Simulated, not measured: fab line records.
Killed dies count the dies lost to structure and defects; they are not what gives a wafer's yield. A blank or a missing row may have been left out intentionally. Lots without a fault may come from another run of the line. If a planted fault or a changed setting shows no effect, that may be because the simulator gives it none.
fab line records	flow nandHarc
[record] lots = 24	wafers = 72	lastDay = 33
route steps=1302 shown A_M1@1180 A_BONDPAD@1231 THIN_TSV@1246
lots that met no fault: from a run of the same line without faults
startH: start of the lot's first displayed wafer, in hours after the record's first day	waitH: hours elapsed since this lot's preceding step	" repeats the value in the row above	L1.1+2: a single row standing in for several wafers	- either no value or no given start	* or withheld: withheld	< > ~ a bound
route shown NAME@n: a module of which the file shows steps, and the number in the route of the first	usual: the fault-free wafers' mean and standard deviation	same: alike in all rows	chamber/n: place in a boat	sites: the reading at each site	_std_site: standard deviation of those values	_edge_site: mean of outer sites minus mean of inner sites	radiusMm: for every site, how far away it sits from the centre of the wafer	mask NAME#n: copy n	behind: tool/chamber where the wafer was last shaped	hold: cause of the lot's hold/its duration in hours/its outcome	device: transistor that didn't switch, given as n, p or np	end of line: the route-end tests of the same wafers	a step given without rows: its recipe and nothing more	killed: at the first sort, the dies lost to defects and structure; wafer yield is something else	map: shows each die of a wafer: x if killed, . if not, _ if none is there
set.NAME: the setting as run; set.NAME@STEP: as run at that earlier step	model.NAME: the simulator's own value behind a step, which no gauge read
one table for each step of the route and one row for each wafer, over a sample of lots
services: a tool's chamber out of use, with start hour (startH, from the record's first day; less than 0 if before it), hours out, and reason
[[steps]]
[step NHARC_A_M1_OVL_MEAS_10]
[recipe] pitchNm = 240
[usual] overlayXNm = 0.1/0.68	overlayYNm = -0.1/0.86
lot.wafer	tool	chamber	startH	waitH	overlayXNm	overlayYNm
L074.1	overlay-01	-	522.68	-	1.1	-0.1
L074.3	"	-	"	"	1.0	-0.5
L074.5	"	-	"	"	1.3	-0.9
L075.3	overlay-01	-	542.54	-	-0.9	-1.0
L075.4	"	-	"	"	-0.2	-1.4
L075.5	"	-	"	"	-0.7	-1.6
L077.2	overlay-02	-	545.03	-	-0.2	-0.4
L077.4	"	-	"	"	-0.1	-0.2
L077.5	"	-	"	"	0.3	-0.3
L076.2	overlay-02	-	546.35	-	-0.5	-0.9
L076.3	"	-	"	"	-1.0	-1.2
L076.6	"	-	"	"	-0.7	-0.5
L078.2	overlay-01	-	558.18	-	-0.4	0.9
L078.4	"	-	"	"	0.0	0.3
L078.6	"	-	"	"	0.1	1.2
L079.1	overlay-01	-	592.68	-	-0.4	0.7
L079.2	"	-	"	"	0.0	0.7
L079.4	"	-	"	"	-0.3	0.5
L080.4	overlay-02	-	593.29	-	0.0	0.5
L080.5	"	-	"	"	0.0	0.6
L080.6	"	-	"	"	0.0	0.5
L081.1	overlay-02	-	598.87	-	0.1	1.2
L081.2	"	-	"	"	-0.3	0.9
L081.5	"	-	"	"	0.7	1.0
L082.1	overlay-01	-	621.32	-	-0.1	-1.0
L082.4	"	-	"	"	0.4	-1.0
L082.5	"	-	"	"	0.5	-1.0
L083.1	overlay-01	-	627.39	-	0.3	0.5
L083.2	"	-	"	"	0.1	0.4
L083.3	"	-	"	"	0.4	0.6
L084.1	overlay-01	-	628.36	-	0.0	0.4
L084.3	"	-	"	"	-0.2	-0.5
L084.5	"	-	"	"	-0.3	-0.6
L086.1	overlay-02	-	646.56	-	0.6	-0.2
L086.3	"	-	"	"	0.4	-0.1
L086.6	"	-	"	"	0.6	-0.1
L085.1	overlay-01	-	657.06	-	0.2	0.4
L085.2	"	-	"	"	0.1	0.0
L085.5	"	-	"	"	0.4	0.4
L088.1	overlay-02	-	666.14	-	1.3	-1.2
L088.2	"	-	"	"	0.1	-0.1
L088.6	"	-	"	"	1.1	-0.5
L087.3	overlay-01	-	669.95	-	0.7	-1.0
L087.4	"	-	"	"	0.5	0.0
L087.6	"	-	"	"	0.3	-0.6
L089.1	overlay-01	-	673.21	-	0.1	0.4
L089.3	"	-	"	"	1.0	0.6
L089.4	"	-	"	"	0.7	1.0
L090.3	overlay-02	-	675.69	-	0.1	0.7
L090.5	"	-	"	"	-0.2	0.7
L090.6	"	-	"	"	-0.7	0.6
L093.2	overlay-01	-	698.66	-	-2.1	-0.2
L093.5	"	-	"	"	-1.4	0.3
L093.6	"	-	"	"	-1.3	-0.3
L091.1	overlay-01	-	700.35	-	-0.6	-0.2
L091.3	"	-	"	"	0.1	0.0
L091.4	"	-	"	"	-0.2	0.2
L092.2	overlay-02	-	706.35	-	0.5	-0.7
L092.3	"	-	"	"	0.1	-0.7
L092.6	"	-	"	"	0.4	-0.8
L094.3	overlay-02	-	727.08	-	0.8	-0.8
L094.4	"	-	"	"	0.6	-0.7
L094.6	"	-	"	"	0.8	-1.1
L095.2	overlay-01	-	740.78	-	-0.6	0.0
L095.4	"	-	"	"	-0.7	-0.6
L095.6	"	-	"	"	-1.3	0.0
L096.3	overlay-01	-	744.80	-	0.5	-1.7
L096.4	"	-	"	"	0.8	-1.4
L096.6	"	-	"	"	0.8	-1.6
L097.2	overlay-02	-	747.94	-	0.3	1.7
L097.3	"	-	"	"	-0.1	2.1
L097.5	"	-	"	"	0.1	2.7
[step NHARC_A_BONDPAD_CMP_19]
[recipe] tOverpolishS = 30	cuRecessTouchS = 16	targetThkNm = 169.82
[usual] motorCurrentA = 12.3/1	overpolishRunS = 29.999/0.0088	retainingRingPressureFrac = 1.001/0.0054	slurryFilterDpKPa = 13.51/0.13
lot.wafer	tool	chamber	startH	waitH	motorCurrentA	overpolishRunS	retainingRingPressureFrac	slurryFilterDpKPa
L074.3	cmp-01	3	529.69	-	11.0	29.999	0.999	13.56
L074.1	"	1	"	"	12.0	29.997	0.995	13.68
L074.5	"	3	"	"	10.8	29.992	1.003	13.36
L075.4	cmp-03	3	549.41	-	11.9	29.996	0.999	13.41
L075.3	"	2	"	"	12.1	30.007	1.005	13.52
L075.5	"	0	"	"	12.6	29.998	1.005	13.56
L077.4	cmp-03	3	551.87	-	12.7	30.012	0.998	13.39
L077.2	"	1	"	"	11.9	30.004	0.998	13.43
L077.5	"	3	"	"	12.3	29.993	1.000	13.63
L076.2	cmp-01	2	553.21	-	12.8	29.999	0.999	13.70
L076.3	"	3	"	"	10.5	29.993	0.998	13.65
L076.6	"	3	"	"	10.1	29.998	1.003	13.34
L078.2	cmp-04	3	564.97	-	11.8	29.991	1.007	13.49
L078.4	"	0	"	"	10.3	30.004	0.999	13.73
L078.6	"	2	"	"	12.9	29.991	1.001	13.61
L079.4	cmp-01	1	599.59	-	12.3	30.005	1.005	13.70
L079.1	"	3	"	"	10.5	29.996	1.007	13.46
L079.2	"	0	"	"	14.1	29.995	0.989	13.28
L080.4	cmp-01	2	600.24	-	12.7	30.004	1.009	13.75
L080.6	"	0	"	"	13.3	30.013	1.000	13.54
L080.5	"	1	"	"	12.3	30.009	1.003	13.64
L081.2	cmp-01	1	605.74	-	12.0	30.001	1.002	13.53
L081.1	"	2	"	"	13.3	29.997	0.999	13.43
L081.5	"	2	"	"	12.9	29.983	0.998	13.46
L082.1	cmp-01	2	628.33	-	13.5	29.995	0.999	13.69
L082.4	"	3	"	"	10.9	29.994	0.998	13.49
L082.5	"	1	"	"	12.6	30.007	1.005	13.49
L083.1	cmp-01	0	634.28	-	13.4	30.013	1.005	13.62
L083.2	"	2	"	"	13.8	29.988	0.997	13.36
L083.3	"	3	"	"	10.7	30.012	1.002	13.47
L084.1	cmp-01	1	635.27	-	11.9	29.993	0.994	13.54
L084.3	"	2	"	"	13.5	30.002	0.999	13.29
L084.5	"	0	"	"	13.3	29.991	1.008	13.42
L086.1	cmp-04	2	653.75	-	13.1	30.016	0.999	13.59
L086.3	"	3	"	"	12.5	29.988	0.997	13.49
L086.6	"	3	"	"	11.9	30.012	1.000	13.64
L085.1	cmp-04	1	663.89	-	11.2	30.000	1.003	13.70
L085.2	"	2	"	"	13.4	30.003	0.996	13.57
L085.5	"	3	"	"	12.1	29.990	0.995	13.56
L088.1	cmp-01	2	673.02	-	13.9	30.014	0.999	13.61
L088.2	"	0	"	"	12.8	29.997	0.997	13.46
L088.6	"	2	"	"	13.4	30.009	1.012	13.41
L087.4	cmp-01	0	676.82	-	13.0	29.999	1.006	13.49
L087.3	"	1	"	"	12.7	30.010	0.998	13.62
L087.6	"	2	"	"	13.8	29.994	0.996	13.58
L089.4	cmp-04	2	680.09	-	13.5	29.987	1.001	13.47
L089.1	"	3	"	"	11.7	30.009	1.006	13.50
L089.3	"	0	"	"	10.6	30.000	0.992	13.40
L090.3	cmp-01	2	682.82	-	13.2	29.988	1.007	13.44
L090.5	"	3	"	"	9.9	29.996	1.001	13.42
L090.6	"	0	"	"	13.7	30.004	0.998	13.52
L093.2	cmp-03	1	705.59	-	11.6	30.002	0.988	13.58
L093.5	"	1	"	"	12.2	29.993	0.992	13.32
L093.6	"	2	"	"	12.2	29.989	0.989	13.74
L091.3	cmp-03	0	707.13	-	12.7	29.997	0.997	13.67
L091.1	"	1	"	"	12.7	30.005	1.009	13.60
L091.4	"	2	"	"	11.7	29.994	1.003	13.41
L092.2	cmp-03	1	713.25	-	12.5	30.003	1.001	13.51
L092.3	"	2	"	"	12.0	29.997	1.013	13.51
L092.6	"	0	"	"	12.5	29.995	0.999	13.38
L094.4	cmp-03	1	733.88	-	12.0	30.013	1.005	13.33
L094.3	"	3	"	"	12.1	29.983	1.008	13.38
L094.6	"	1	"	"	12.0	29.981	1.005	13.64
L095.2	cmp-01	3	748.00	-	11.3	30.008	1.006	13.58
L095.4	"	1	"	"	12.1	29.998	0.999	13.53
L095.6	"	3	"	"	10.7	30.016	0.997	13.61
L096.4	cmp-01	2	751.54	-	13.4	30.004	1.001	13.57
L096.3	"	3	"	"	10.0	30.001	1.003	13.30
L096.6	"	1	"	"	12.2	29.989	0.999	13.37
L097.2	cmp-03	3	754.72	-	12.3	30.022	1.007	13.48
L097.3	"	0	"	"	12.6	29.994	0.994	13.68
L097.5	"	1	"	"	12.5	29.999	1.001	13.54
[step NHARC_THIN_TSV_THK_MEAS_02]
[recipe] thkMeasGauge = ir
[usual] thkNm = 2997/210
lot.wafer	tool	chamber	startH	waitH	thkNm
L074.1	filmMetro-01	-	564.11	-	3421
L074.3	"	-	"	"	3151
L074.5	"	-	"	"	2920
L075.3	filmMetro-02	-	567.67	-	2497
L075.4	"	-	"	"	3115
L075.5	"	-	"	"	2787
L077.2	filmMetro-01	-	568.89	0.2	2816
L077.4	"	-	"	"	2624
L077.5	"	-	"	"	2673
L076.2	filmMetro-01	-	570.11	-	2937
L076.3	"	-	"	"	3076
L076.6	"	-	"	"	2777
L078.2	filmMetro-01	-	577.57	-	2733
L078.4	"	-	"	"	2884
L078.6	"	-	"	"	2929
L080.4	filmMetro-01	-	611.14	-	3183
L080.5	"	-	"	"	3048
L080.6	"	-	"	"	3382
L079.1	filmMetro-01	-	641.33	-	2868
L079.2	"	-	"	"	2830
L079.4	"	-	"	"	2794
L081.1	filmMetro-01	-	642.54	-	2651
L081.2	"	-	"	"	2649
L081.5	"	-	"	"	2788
L082.1	filmMetro-01	-	643.75	-	3202
L082.4	"	-	"	"	2894
L082.5	"	-	"	"	2822
L083.1	filmMetro-01	-	648.81	0.2	3152
L083.2	"	-	"	"	2941
L083.3	"	-	"	"	2937
L084.1	filmMetro-01	-	649.99	-	2769
L084.3	"	-	"	"	2879
L084.5	"	-	"	"	3056
L086.1	filmMetro-01	-	666.36	-	3055
L086.3	"	-	"	"	3063
L086.6	"	-	"	"	3209
L085.1	filmMetro-02	-	677.64	-	3289
L085.2	"	-	"	"	2816
L085.5	"	-	"	"	2942
L088.1	filmMetro-01	-	687.28	-	3005
L088.2	"	-	"	"	2716
L088.6	"	-	"	"	3000
L087.3	filmMetro-02	-	688.46	-	3085
L087.4	"	-	"	"	3398
L087.6	"	-	"	"	3186
L090.3	filmMetro-01	-	691.81	-	2779
L090.5	"	-	"	"	2913
L090.6	"	-	"	"	2671
L089.1	filmMetro-02	-	693.03	-	2902
L089.3	"	-	"	"	2831
L089.4	"	-	"	"	2836
L093.2	filmMetro-01	-	717.32	0.2	3151
L093.5	"	-	"	"	3109
L093.6	"	-	"	"	3439
L091.1	filmMetro-02	-	718.52	0.2	3029
L091.3	"	-	"	"	3192
L091.4	"	-	"	"	3251
L092.2	filmMetro-01	-	725.93	-	3204
L092.3	"	-	"	"	3032
L092.6	"	-	"	"	3192
L094.3	filmMetro-02	-	748.54	-	2528
L094.4	"	-	"	"	2902
L094.6	"	-	"	"	3017
L095.2	filmMetro-02	-	759.91	0.2	2887
L095.4	"	-	"	"	2886
L095.6	"	-	"	"	3156
L096.3	filmMetro-02	-	761.17	0.2	3010
L096.4	"	-	"	"	2990
L096.6	"	-	"	"	3231
L097.2	filmMetro-02	-	766.87	-	2808
L097.3	"	-	"	"	3446
L097.5	"	-	"	"	3194
[step NHARC_THIN_TSV_DEP_43]
[recipe] targetThkA = 13285	tempC = withheld	pressureTorr = 6.5	rfW = 900	teosFlowSccm = 161.4	flowSccm = 2650	targetThkNm = 1328.5	gas = O2	material = SiO2
[usual] throttleValvePct = 15.8/0.6
lot.wafer	tool	chamber	startH	waitH	throttleValvePct
L074.1	pecvd-04	2	564.34	-	16.5
L074.3	"	0	"	"	15.6
L074.5	"	2	"	"	16.6
L075.3	pecvd-03	2	567.89	-	16.5
L075.5	"	0	"	"	15.4
L075.4	"	1	"	"	15.0
L077.2	pecvd-03	0	569.16	-	15.4
L077.4	"	2	"	"	16.4
L077.5	"	0	"	"	15.5
L076.2	pecvd-04	0	570.33	-	15.5
L076.3	"	2	"	"	16.8
L076.6	"	2	"	"	16.7
L078.2	pecvd-03	1	577.79	-	15.3
L078.4	"	1	"	"	15.1
L078.6	"	2	"	"	16.2
L080.4	pecvd-04	0	611.71	-	15.9
L080.6	"	1	"	"	15.5
L080.5	"	2	"	"	16.7
L079.2	pecvd-03	2	641.57	-	16.2
L079.1	"	0	"	"	15.4
L079.4	"	1	"	"	15.3
L081.1	pecvd-03	1	642.76	-	15.3
L081.2	"	0	"	"	15.5
L081.5	"	0	"	"	15.6
L082.1	pecvd-03	0	644.01	-	15.8
L082.5	"	2	"	"	16.5
L082.4	"	1	"	"	15.3
L083.3	pecvd-01	0	649.03	-	15.1
L083.1	"	1	"	"	16.7
L083.2	"	2	"	"	16.5
L084.3	pecvd-01	0	650.26	-	15.2
L084.1	"	1	"	"	16.5
L084.5	"	1	"	"	16.7
L086.1	pecvd-03	1	666.58	-	15.2
L086.3	"	2	"	"	16.5
L086.6	"	1	"	"	15.3
L085.1	pecvd-03	1	677.86	-	15.3
L085.2	"	2	"	"	16.4
L085.5	"	0	"	"	15.6
L088.1	pecvd-01	0	687.50	-	15.1
L088.2	"	2	"	"	16.0
L088.6	"	0	"	"	14.7
L087.3	pecvd-03	1	688.73	-	15.5
L087.6	"	1	"	"	15.3
L087.4	"	2	"	"	16.3
L090.3	pecvd-01	1	692.12	-	16.6
L090.6	"	0	"	"	15.0
L090.5	"	1	"	"	16.6
L089.3	pecvd-04	0	693.25	-	15.8
L089.1	"	2	"	"	16.3
L089.4	"	1	"	"	15.3
L093.2	pecvd-03	2	717.63	-	16.4
L093.6	"	1	"	"	15.4
L093.5	"	2	"	"	16.5
L091.1	pecvd-04	2	718.78	-	16.4
L091.3	"	0	"	"	15.7
L091.4	"	2	"	"	16.6
L092.2	pecvd-01	1	726.15	-	16.8
L092.3	"	2	"	"	16.1
L092.6	"	2	"	"	16.1
L094.3	pecvd-04	1	748.85	-	15.5
L094.6	"	2	"	"	16.6
L094.4	"	0	"	"	15.7
L095.2	pecvd-01	2	760.13	-	16.1
L095.6	"	2	"	"	15.8
L095.4	"	0	"	"	15.0
L096.3	pecvd-01	0	761.39	-	14.7
L096.4	"	0	"	"	15.1
L096.6	"	2	"	"	16.1
L097.2	pecvd-03	1	767.21	-	14.7
L097.3	"	1	"	"	14.9
L097.5	"	0	"	"	15.6
[step NHARC_THIN_TSV_PRE_CLEAN_54]
[recipe] timeS = 30	tempC = 280	gas = H2/He
[usual] heaterPowerW = 412/44
lot.wafer	tool	chamber	startH	waitH	heaterPowerW
L074.3	pvdSputter-03	-	570.18	0.1	408
L074.1	"	-	"	"	411
L074.5	"	-	"	"	404
L075.3	pvdSputter-02	-	573.60	0.1	451
L075.4	"	-	"	"	389
L075.5	"	-	"	"	435
L077.2	pvdSputter-03	-	574.79	0.0	411
L077.4	"	-	"	"	404
L077.5	"	-	"	"	418
L076.3	pvdSputter-01	-	576.01	0.1	401
L076.2	"	-	"	"	534
L076.6	"	-	"	"	409
L078.4	pvdSputter-02	-	583.35	0.1	403
L078.2	"	-	"	"	440
L078.6	"	-	"	"	444
L080.4	pvdSputter-02	-	617.26	0.1	397
L080.6	"	-	"	"	393
L080.5	"	-	"	"	457
L079.4	pvdSputter-03	-	647.57	0.0	368
L079.1	"	-	"	"	409
L079.2	"	-	"	"	408
L081.2	pvdSputter-02	-	648.30	0.1	389
L081.1	"	-	"	"	452
L081.5	"	-	"	"	459
L082.4	pvdSputter-01	-	649.52	0.0	515
L082.1	"	-	"	"	383
L082.5	"	-	"	"	515
L083.1	pvdSputter-01	-	654.86	0.0	347
L083.3	"	-	"	"	412
L083.2	"	-	"	"	383
L084.3	pvdSputter-03	-	656.13	0.1	365
L084.1	"	-	"	"	396
L084.5	"	-	"	"	409
L086.3	pvdSputter-01	-	672.26	0.0	519
L086.1	"	-	"	"	351
L086.6	"	-	"	"	528
L085.2	pvdSputter-03	-	683.95	0.0	411
L085.1	"	-	"	"	415
L085.5	"	-	"	"	419
L088.1	pvdSputter-01	-	693.18	0.0	523
L088.2	"	-	"	"	386
L088.6	"	-	"	"	517
L087.4	pvdSputter-01	-	694.38	0.1	349
L087.3	"	-	"	"	382
L087.6	"	-	"	"	346
L090.3	pvdSputter-02	-	697.58	0.1	426
L090.6	"	-	"	"	456
L090.5	"	-	"	"	385
L089.3	pvdSputter-02	-	698.92	0.1	457
L089.1	"	-	"	"	380
L089.4	"	-	"	"	427
L093.2	pvdSputter-03	-	723.19	0.1	423
L093.5	"	-	"	"	423
L093.6	"	-	"	"	421
L091.1	pvdSputter-01	-	724.44	0.1	540
L091.3	"	-	"	"	345
L091.4	"	-	"	"	421
L092.3	pvdSputter-03	-	731.70	0.1	370
L092.2	"	-	"	"	388
L092.6	"	-	"	"	421
L094.4	pvdSputter-03	-	754.68	0.0	403
L094.3	"	-	"	"	442
L094.6	"	-	"	"	397
L095.4	pvdSputter-03	-	765.78	0.0	357
L095.2	"	-	"	"	428
L095.6	"	-	"	"	410
L096.3	pvdSputter-03	-	767.31	0.1	424
L096.4	"	-	"	"	373
L096.6	"	-	"	"	426
L097.2	pvdSputter-02	-	773.00	0.1	455
L097.3	"	-	"	"	427
L097.5	"	-	"	"	383
[step NHARC_THIN_TSV_ETCH_59]
[recipe] targetDepthA = 8800	icpW = 900	biasW = 100	Cl2_flow_sccm = 60	bcl3FlowSccm = 30	timeS = 138.1	chemistry = Cl2/BCl3
[usual] drypumpMotorCurrentA = 5.9/0.52	oesProductAu = 0.999/0.0071	throttleValvePct = 22.263/0.0086
lot.wafer	tool	chamber	startH	waitH	drypumpMotorCurrentA	oesProductAu	rfHoursCounterH	throttleValvePct
L074.1	rieMetal-01	1	571.40	0.1	5.8	1.014	3.2	22.260
L074.3	"	0	"	"	6.2	0.997	-	22.256
L074.5	"	1	"	"	5.8	1.003	-	22.263
L075.3	rieMetal-01	0	575.01	0.2	6.3	0.991	-	22.260
L075.4	"	1	"	"	5.8	0.993	-	22.269
L075.5	"	1	"	"	5.8	0.989	-	22.252
L077.2	rieMetal-02	0	576.04	0.2	6.5	1.007	1.8	22.263
L077.4	"	0	"	"	6.5	1.012	-	22.264
L077.5	"	0	"	"	6.5	1.005	-	22.265
L076.2	rieMetal-03	1	577.28	0.1	5.2	1.000	0.9	22.261
L076.3	"	0	"	"	6.4	1.006	-	22.266
L076.6	"	0	"	"	6.5	0.999	-	22.256
L078.2	rieMetal-01	0	584.69	0.1	6.2	0.998	0.0	22.263
L078.4	"	1	"	"	5.8	0.992	-	22.262
L078.6	"	1	"	"	5.8	0.994	-	22.263
L080.4	rieMetal-03	0	618.65	0.1	6.5	0.993	-	22.261
L080.6	"	0	"	"	6.4	0.993	-	22.252
L080.5	"	1	"	"	5.1	1.004	-	22.270
L079.2	rieMetal-03	0	648.83	0.1	6.4	0.994	2.2	22.274
L079.1	"	1	"	"	5.1	1.011	2.2	22.263
L079.4	"	1	"	"	5.1	0.998	-	22.252
L081.1	rieMetal-01	0	649.55	0.1	6.3	0.990	0.9	22.270
L081.2	"	1	"	"	5.8	0.992	1.0	22.254
L081.5	"	0	"	"	6.2	0.992	-	22.258
L082.1	rieMetal-02	0	650.77	0.1	6.5	1.008	0.2	22.266
L082.4	"	1	"	"	5.3	1.000	-	22.284
L082.5	"	0	"	"	6.5	0.998	-	22.262
L083.1	rieMetal-03	0	656.26	0.1	6.4	0.984	2.4	22.253
L083.2	"	1	"	"	5.1	1.000	2.4	22.270
L083.3	"	0	"	"	6.4	0.986	-	22.256
L084.1	rieMetal-01	0	657.40	0.1	6.2	1.002	1.1	22.265
L084.3	"	1	"	"	5.8	0.986	-	22.251
L084.5	"	1	"	"	5.8	0.994	-	22.251
L086.1	rieMetal-01	0	673.61	0.1	6.2	0.997	1.3	22.269
L086.3	"	0	"	"	6.2	0.995	-	22.269
L086.6	"	1	"	"	5.8	0.997	-	22.264
L085.2	rieMetal-02	1	685.30	0.1	5.3	1.007	0.6	22.266
L085.1	"	0	"	"	6.5	1.000	0.6	22.274
L085.5	"	0	"	"	6.5	1.006	-	22.262
L088.2	rieMetal-03	0	694.55	0.1	6.5	0.997	3.3	22.263
L088.1	"	1	"	"	5.2	1.010	3.3	22.265
L088.6	"	0	"	"	6.5	0.996	-	22.250
L087.4	rieMetal-01	1	695.80	0.2	5.8	0.989	-	22.268
L087.3	"	0	"	"	6.2	1.006	-	22.268
L087.6	"	1	"	"	5.8	0.991	-	22.268
L090.3	rieMetal-01	0	699.03	0.2	6.2	1.009	-	22.269
L090.6	"	1	"	"	5.8	1.001	-	22.257
L090.5	"	0	"	"	6.3	0.996	-	22.256
L089.1	rieMetal-02	0	700.15	0.1	6.5	1.007	0.9	22.257
L089.3	"	0	"	"	6.5	1.003	-	22.274
L089.4	"	1	"	"	5.3	1.011	-	22.266
L093.2	rieMetal-03	1	724.55	0.1	5.1	0.998	0.2	22.245
L093.5	"	1	"	"	5.1	1.000	-	22.265
L093.6	"	0	"	"	6.4	0.995	-	22.258
L091.1	rieMetal-01	1	725.82	0.1	5.8	0.996	2.6	22.273
L091.3	"	0	"	"	6.2	0.987	-	22.238
L091.4	"	1	"	"	5.8	0.983	-	22.270
L092.2	rieMetal-02	1	732.96	0.2	5.3	1.010	1.4	22.254
L092.3	"	0	"	"	6.5	0.999	-	22.267
L092.6	"	1	"	"	5.3	1.003	-	22.280
L094.3	rieMetal-03	1	756.26	0.2	5.1	0.996	-	22.266
L094.4	"	1	"	"	5.1	0.981	-	22.257
L094.6	"	1	"	"	5.2	1.006	-	22.267
L095.2	rieMetal-02	1	767.13	0.1	5.3	1.005	1.8	22.246
L095.4	"	0	"	"	6.5	0.999	-	22.261
L095.6	"	0	"	"	6.5	1.005	-	22.261
L096.3	rieMetal-03	1	768.71	0.2	5.1	1.007	-	22.273
L096.4	"	1	"	"	5.2	0.996	-	22.276
L096.6	"	1	"	"	5.2	0.999	-	22.271
L097.2	rieMetal-01	0	774.23	0.1	6.2	0.995	0.2	22.276
L097.3	"	1	"	"	5.8	1.006	-	22.264
L097.5	"	1	"	"	5.8	0.999	-	22.260
[[services]]
tool	chamber	startH	hours	kind
cmp-01	-	515.90	1.7	repair
rieMetal-03	-	519.00	9.0	pm
pvdSputter-03	-	526.00	10.0	pm
cmp-01	-	528.11	1.0	repair
pecvd-03	-	547.00	13.0	pm
rieMetal-03	1	561.18	2.8	repair
rieMetal-01	-	575.15	9.0	pm
cmp-01	-	579.10	4.0	pm
rieMetal-01	0	588.34	16.4	repair
pvdSputter-03	-	600.04	2.2	repair
cmp-01	-	606.66	0.7	repair
pvdSputter-03	-	618.08	0.6	repair
cmp-01	-	625.58	0.6	repair
cmp-01	-	653.62	1.1	repair
cmp-01	-	677.02	0.3	repair
pvdSputter-03	-	691.09	7.9	repair
rieMetal-03	-	696.00	9.0	pm
pvdSputter-03	-	704.00	10.0	pm
cmp-01	-	705.74	2.6	repair
pecvd-03	-	724.57	2.1	repair
pecvd-03	-	728.00	13.0	pm
rieMetal-01	-	752.15	9.0	pm
cmp-01	-	761.37	4.2	repair
pecvd-03	2	765.22	3.9	repair
[[key]]
fault none
